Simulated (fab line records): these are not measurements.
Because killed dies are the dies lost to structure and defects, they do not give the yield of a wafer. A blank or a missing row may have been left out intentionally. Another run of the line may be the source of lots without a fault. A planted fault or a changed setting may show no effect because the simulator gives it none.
Matching of chambers    flow nand_harc    cmp-04 running NHARC_P_M2_CMP_23: 4 sister chambers
The step polishes, t overpolish 20 s, target thk 144.3 nm. 4 wafers are shown with their chamber, then 9 later ones without.

== WAFERS PAIRED WITH THEIR CHAMBERS ==
wafer   chamber  motor_current_A (A)
L085.2  3        10.8
L085.5  2        11.6
L090.1  0        12.3
L090.6  1        12.3

== WAFERS MISSING THEIR CHAMBER ==
wafer   motor_current_A (A)
L094.1  12.9
L094.2  11.8
L094.4  12.2
L093.2  13.1
L093.5  11.9
L093.6  12.0
L095.2  10.7
L095.3  12.0
L095.4  12.2

== EACH ONE'S CHAMBER ==
wafer   from the rows above           in truth
L094.1  can't be placed: 0 or 1 or 2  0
L094.2  can't be placed: 2 or 0 or 1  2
L094.4  can't be placed: 0 or 1 or 2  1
L093.2  can't be placed: 0 or 1 or 2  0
L093.5  can't be placed: 2 or 0 or 1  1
L093.6  can't be placed: 0 or 1 or 2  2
L095.2  3                             3
L095.3  can't be placed: 0 or 1 or 2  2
L095.4  can't be placed: 0 or 1 or 2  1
Correct placement for 1 of the 9. Not placeable from these rows: 8 (in 8, the candidates include the true chamber). Placed wrongly: 0.
How it was worked out, from the rows above alone: a wafer's distance from a chamber is the root of the sum, over the readings, of the square of ((its reading less the chamber's mean) divided by the reading's scatter). If the next closest chamber is less than 2 further off than the closest, the wafer can't be placed; otherwise it belongs to the closest. The mean given for a chamber averages the wafers shown for that chamber. The scatter: with one shown wafer a chamber, the root of the mean of the squares of how far each hidden wafer lies from its nearest shown one.
